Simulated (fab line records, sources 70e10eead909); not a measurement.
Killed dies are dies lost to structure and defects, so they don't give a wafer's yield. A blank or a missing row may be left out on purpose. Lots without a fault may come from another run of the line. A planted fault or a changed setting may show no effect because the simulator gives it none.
Chamber matching | flow nand_harc | NHARC_A_BLC_CMP_25 on cmp-02: 4 sister chambers
The step polishes, t overpolish 30 s, target thk 150 nm. 8 wafers are shown with their chamber, then 10 later ones without.

WAFERS WITH THEIR CHAMBER
wafer  | chamber | motor_current_A (A) | time_to_endpoint_s (s)
L082.4 | 0       | 11.8                | 29.4
L083.1 | 1       | 11.6                | 32.3
L083.3 | 0       | 11.2                | 29.9
L086.3 | 2       | 10.9                | 28.5
L086.4 | 3       | 12.1                | 24.3
L086.5 | 3       | 11.9                | 25.4
L090.1 | 1       | 11.4                | 29.2
L090.5 | 2       | 10.7                | 32.8

WAFERS WITHOUT THEIR CHAMBER
wafer  | motor_current_A (A) | time_to_endpoint_s (s)
L090.6 | 11.1                | 31.2
L088.1 | 12.2                | 22.0
L088.5 | 12.3                | 24.1
L088.6 | 11.6                | 27.4
L096.2 | 11.4                | 31.4
L096.4 | 12.2                | 31.4
L096.5 | 11.5                | 32.3
L097.1 | 11.5                | 31.5
L097.2 | 12.3                | 28.2
L097.3 | 11.3                | 34.7

WHICH CHAMBER EACH WENT THROUGH
wafer  | from the rows above          | in truth
L090.6 | can't be placed: 2 or 1 or 0 | 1
L088.1 | 3                            | 3
L088.5 | 3                            | 3
L088.6 | can't be placed: 0 or 1 or 3 | 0
L096.2 | can't be placed: 1 or 0 or 2 | 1
L096.4 | can't be placed: 1 or 0 or 3 | 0
L096.5 | can't be placed: 1 or 0      | 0
L097.1 | can't be placed: 1 or 0      | 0
L097.2 | can't be placed: 3 or 0 or 1 | 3
L097.3 | can't be placed: 1 or 0 or 2 | 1
Placed correctly: 2 of 10. Can't be placed from these rows: 8 (the true chamber is among the candidates in 8). Placed wrongly: 0.
How it was worked out, from the rows above alone: a wafer's distance from a chamber is the root of the sum, over the readings, of the square of ((its reading less the chamber's mean) divided by the reading's scatter). The wafer belongs to the nearest chamber; if the next one is less than 2 further off, it can't be placed. A chamber's mean is the mean of its shown wafers. The scatter: the root of (the sum of the squares of (reading less its chamber's mean) over the shown wafers, divided by (wafers less chambers)).
